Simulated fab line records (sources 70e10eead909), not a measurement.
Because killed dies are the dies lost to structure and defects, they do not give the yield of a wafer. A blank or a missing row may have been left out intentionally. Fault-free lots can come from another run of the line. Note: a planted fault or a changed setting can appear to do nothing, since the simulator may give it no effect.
Matching of chambers | flow nandHarc | 4 sister chambers for NHARC_A_STAIRCASE_CMP_450 on cmp-02
The step polishes SiO2, target thk 200 nm. 7 wafers are shown with their chamber, then 8 later ones without.

EACH WAFER AND ITS CHAMBER
wafer  | chamber | motorCurrentA (A) | slurryFilterDpKPa (kPa)
L078.1 | 1       | 12.6              | 13.59
L078.4 | 3       | 12.2              | 13.50
L078.5 | 0       | 13.4              | 13.30
L084.2 | 2       | 11.7              | 13.44
L084.3 | 0       | 13.2              | 13.56
L084.6 | 3       | 12.0              | 13.55
L091.1 | 1       | 13.5              | 13.44

WAFERS WITHOUT THEIR CHAMBER
wafer  | motorCurrentA (A) | slurryFilterDpKPa (kPa)
L091.2 | 13.0              | 13.40
L091.6 | 12.3              | 13.63
L096.1 | 13.0              | 13.44
L096.3 | 12.8              | 13.38
L096.6 | 10.9              | 13.59
L097.3 | 11.5              | 13.46
L097.4 | 12.9              | 13.75
L097.6 | 12.8              | 13.48

EACH ONE'S CHAMBER
wafer  | from the rows above               | in truth
L091.2 | can't be placed: 0 or 1 or 3      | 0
L091.6 | can't be placed: 3 or 1 or 2      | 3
L096.1 | can't be placed: 1 or 0 or 3      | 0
L096.3 | can't be placed: 1 or 0 or 3 or 2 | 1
L096.6 | can't be placed: 2 or 3           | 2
L097.3 | can't be placed: 2 or 3           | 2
L097.4 | can't be placed: 1 or 3 or 0      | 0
L097.6 | can't be placed: 1 or 0 or 3      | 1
Correct placement for 0 of the 8. These rows do not allow placing 8 (true chamber among the candidates in 8). Number placed wrongly: 0.
How it was worked out, from the rows above alone: a wafer's distance from a chamber is the root of the sum, over the readings, of the square of ((its reading less the chamber's mean) divided by the reading's scatter). If the next closest chamber is less than 2 further off than the closest, the wafer can't be placed; otherwise it belongs to the closest. For every chamber, the mean is computed from those of its wafers that are shown. The scatter: the root of (the sum of the squares of (reading less its chamber's mean) over the shown wafers, divided by (wafers less chambers)).
